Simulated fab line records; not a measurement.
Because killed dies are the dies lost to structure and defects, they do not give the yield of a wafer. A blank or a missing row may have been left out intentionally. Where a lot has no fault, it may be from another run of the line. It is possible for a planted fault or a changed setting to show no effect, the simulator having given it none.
A lot that was struck, set against a sound lot -- flow nand-harc -- 14 out of 1302 route steps
Sound: wafers L198.1, L198.3, L198.5. Wafers L189.1, L189.2, L189.3 were the ones struck. Last of all comes the cause.
Per side, at each step with rows, come the tool, then ch with its chambers, and then its first start. Under that, the readings that differ: sound wafers -- struck wafers -- difference of the means -- sigmas: that difference in standard deviations of wafers without a fault.
alike: a reading whose means differ by less than 2 such deviations, as well as words and numbers matching on both sides. not compared: withheld readings; readings where some wafer has no value; bounds like >300 that might hide an equal value; numbers whose values overlap and for which the record gives no deviation.
The two part at a step that has a row with sigmas, a row that says differs or no value, or rows on one side only. When numbers do not overlap yet have no deviation, they are printed without sigmas and do not part them. Lack of a reading on every wafer of one side parts them only where that side has two or more wafers.

NHARC_P_ZERO_WELL_CD_MEAS_37 targets a cd of 720 nm.
  sound on cd-sem-03 ch 0, day 8 05:59; struck on cd-sem-02 ch 0, day 4 12:07
  alike: cd-nm
then, 1 step without rows for these wafers: NHARC_P_ZERO_WELL_HARDBAKE_38 (time 80 s).
NHARC_P_ZERO_WELL_DESCUM_39: chemistry O2, time 3 s.
  sound on rie-diel-11 ch 0,1,3, day 8 06:10; struck on rie-diel-08 ch 0,2,3, day 4 12:17
  alike: drypump-motor-current-A, oes-product-au, rf-vpp-V, showerhead-plenum-p-Torr, throttle-valve-pct
  not compared: rf-hours-counter-h
then, 9 steps without rows for these wafers: NHARC_P_ZERO_WELL_IMPLANT_40; NHARC_P_ZERO_WELL_IMPLANT_59; NHARC_P_ZERO_WELL_IMPLANT_60; NHARC_P_ZERO_WELL_STRIP_41 (strips in SPM, time 840 s); NHARC_P_ZERO_WELL_DEHYDRATE_44 (time 120 s); NHARC_P_ZERO_WELL_HMDS_45 (time 30 s); NHARC_P_ZERO_WELL_COAT_46; NHARC_P_ZERO_WELL_SOFTBAKE_47 (time 95 s); NHARC_P_ZERO_WELL_EBR_48.
NHARC_P_ZERO_WELL_EXPOSE_49: exposes mask P HVPW, target cd 2000 nm.
  struck on krf-scanner-03, day 4 13:35; sound on krf-scanner-02 ch 0, day 8 07:28
  no value came back on the struck wafers for exposure-dose-mJ-cm2, focus-offset-nm (nm); on the sound wafers exposure-dose-mJ-cm2 reads 22.632 22.615 22.598
  alike: mask
then, 1 step without rows for these wafers: NHARC_P_ZERO_WELL_PEB_50 (peb time 85 s).

== WHERE THEY PART ==
Only at NHARC_P_ZERO_WELL_EXPOSE_49, within this record.

WHY: whatever the simulator had introduced
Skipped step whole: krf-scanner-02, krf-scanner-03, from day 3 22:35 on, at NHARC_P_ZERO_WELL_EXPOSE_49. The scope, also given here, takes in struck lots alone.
